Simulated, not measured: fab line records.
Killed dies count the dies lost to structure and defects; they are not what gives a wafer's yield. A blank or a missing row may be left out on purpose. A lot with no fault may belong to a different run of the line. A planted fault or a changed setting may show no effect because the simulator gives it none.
Code-filled problem report in 8D (eight disciplines) form / flow n5-finfet / the parts of the form that need people (team, actions taken, sign-off) are left out

## 1. PROBLEM STATEMENT
Wafers without a fault read 121 nm, standard deviation 3.5; trench-depth-nm at N5_FIN_SAQP_OCD_MEAS_76 reads a mean of 98 nm on 5 wafers belonging to 3 lots. Measured from the usual mean, that is -6.7 standard deviations.
First seen on wafer L565.2, day 3 14:13, on ocd-02. The record holds 27 wafers of 11 lots with a number at this step. Rule for "out", or "out of limits": more than 4 standard deviations from the usual mean. The rest of the wafers with a number are treated as sound.

## 2. WHAT THIS IS AND IS NOT
question=which readings at this step | is=trench-depth-nm | is not=-
question=which lots | is=L565, L566, L569 | is not=L562, L563, L567, L577, L578, L579, L580, L581
question=which wafers of those lots | is=L565.2, L565.6, L566.2, L566.6, L569.6 | is not=L569.3
question=read on which gauges | is=ocd-01, ocd-02 | is not=-
question=when | is=from day 3 14:13 | is not=up to then (6 sound wafers); but 16 sound wafers of L567, L569, L577, L578, L579, L580, L581 came after

## 3. SUSPECTS, AND WHAT RULES EACH OUT
Counting: any tool at a process step up to the reading remains a suspect provided it ran every lot that is out. Sound lots after the first of them don't rule it out here, since some wafers of a struck lot are sound.
- the gauge at N5_FIN_SAQP_OCD_MEAS_76 has been ruled out. The wafers that are out were read on 2 gauges (ocd-01, ocd-02).
- cd-sem-03 at N5_FIN_SAQP_HM_CD_35 (target cd 8 nm): kept. Every lot that is out went through it, the first being L565 (day 3 13:55); the last sound lot it ran before that was L562 (day 2 21:26).
- rie-si-04 at N5_FIN_SAQP_FIN_ETCH_36 (etches the open film in HBr/Cl2/O2, target depth 120 nm, time 50.4 s): kept. Every lot that is out went through it, the first being L565 (day 3 13:59); the last sound lot it ran before that was L563 (day 3 04:13). On those wafers its own readings are out: oes-product-au.
What counting leaves: cd-sem-03 at N5_FIN_SAQP_HM_CD_35 and rie-si-04 at N5_FIN_SAQP_FIN_ETCH_36.

## 4. THE CAUSE (what the simulator had put in)
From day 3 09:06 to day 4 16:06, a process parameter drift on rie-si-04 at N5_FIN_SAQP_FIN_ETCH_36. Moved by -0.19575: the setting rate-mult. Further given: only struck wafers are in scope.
After counting, 2 suspects remain, this tool included.

## 5. THE CHAIN OF EFFECTS, in route order
One row per reading whose mean, taken over the struck wafers that have a number, lies over 3 standard deviations from the usual. Only readings whose record carries a usual standard deviation are examined. hours: median over the lots of the time between each lot's start at the first step of this table that gives one and its start at this step. sigmas: the change, counted in usual standard deviations.
hours=0; step=N5_FIN_SAQP_FIN_ETCH_36; reading=oes-product-au; usual=1.014 a.u.; on struck wafers=0.876; change=-0.138; sigmas=-5.3
hours=0; step=N5_FIN_SAQP_OCD_MEAS_76; reading=trench-depth-nm; usual=121 nm; on struck wafers=98; change=-23; sigmas=-6.7
It contains these process steps:
- N5_FIN_SAQP_FIN_ETCH_36: etches the open film in HBr/Cl2/O2, target depth 120 nm, time 50.4 s.
At these later measuring or inspecting steps, every struck wafer for which the step has a row has a number for every such reading, and none has moved that far: N5_BEOL_M4_RC_MEAS_101.

## 6. HOW IT WOULD HAVE BEEN CAUGHT EARLIER
The first out-of-limits reading at a measuring or inspecting step in this record came at day 3 14:13, 5 hours after the fault's start at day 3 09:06.
At N5_FIN_SAQP_FIN_ETCH_36, the tool's own readings (oes-product-au) were out on each struck wafer the step has a row for, so an alarm limit on them would have fired on the first such wafer.
L566, L569, from the lots that are out (3), started N5_FIN_SAQP_FIN_ETCH_36 on rie-si-04 later than day 3 14:13. A hold on the tool at that time would have spared those 2.
